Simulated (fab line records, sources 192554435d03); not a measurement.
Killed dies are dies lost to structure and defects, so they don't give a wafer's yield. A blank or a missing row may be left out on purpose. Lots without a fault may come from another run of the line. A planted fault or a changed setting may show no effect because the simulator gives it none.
One fault seen from 2 desks | flow n5_finfet | each desk has only its own numbers; what lay behind them comes last

THE TOOL OWNER'S DESK: pecvd-01
The tool's own readings at N5_BEOL_M6_PECVD_70 (deposits SiO2 from TEOS/O2, target thk 20 nm, time 22.7 s): means of the sampled wafers that have a number, for each lot that ran on this tool. A lot is out of limits, marked OUT, if its mean lies more than 4 standard deviations from the usual mean; the brackets give that distance.
Columns: A = heater_power_w at N5_BEOL_M6_PECVD_70, usual 698 W; B = showerhead_plenum_p_Torr at N5_BEOL_M6_PECVD_70, usual 8.79 Torr; C = throttle_valve_pct at N5_BEOL_M6_PECVD_70, usual 23.0 %
lot  | first seen here | A   | B    | C
L841 | day 8 11:12     | 725 | 8.77 | 23.0
L847 | day 9 13:27     | 742 | 8.81 | 23.2
L849 | day 10 01:44    | 802 | 8.81 | 23.1
L852 | day 11 05:24    | 816 | 8.77 | 22.5
L864 | day 14 16:52    | 641 | 8.78 | 22.0
This desk's finding: nothing out of limits on any of the 5 lots.

THE METROLOGY DESK
What the gauges read, lot by lot, whatever tool the lot ran on: means of the sampled wafers that have a number. A lot is out of limits, marked OUT, if its mean lies more than 4 standard deviations from the usual mean; the brackets give that distance.
Columns: A = M6_THK at N5_BEOL_M6_THK_MEAS_53, usual 78.6 nm
lot  | first seen here | A
L841 | day 8 21:59     | 78.4
L847 | day 9 19:59     | 75.8
L849 | day 10 06:32    | 78.4
L852 | day 11 11:56    | 79.1
L854 | day 11 21:29    | 80.0
L856 | day 12 09:53    | 78.2
L857 | day 12 13:28    | 79.6
L860 | day 13 06:02    | 80.0
L859 | day 13 13:54    | 78.6
L861 | day 13 20:31    | 76.7
L864 | day 15 03:10    | 80.2
This desk's finding: nothing out of limits on any of the 11 lots.

PUT TOGETHER
The tool owner's desk saw nothing out of limits.
The metrology desk saw nothing out of limits.

WHAT THE SIMULATOR HAD PUT IN
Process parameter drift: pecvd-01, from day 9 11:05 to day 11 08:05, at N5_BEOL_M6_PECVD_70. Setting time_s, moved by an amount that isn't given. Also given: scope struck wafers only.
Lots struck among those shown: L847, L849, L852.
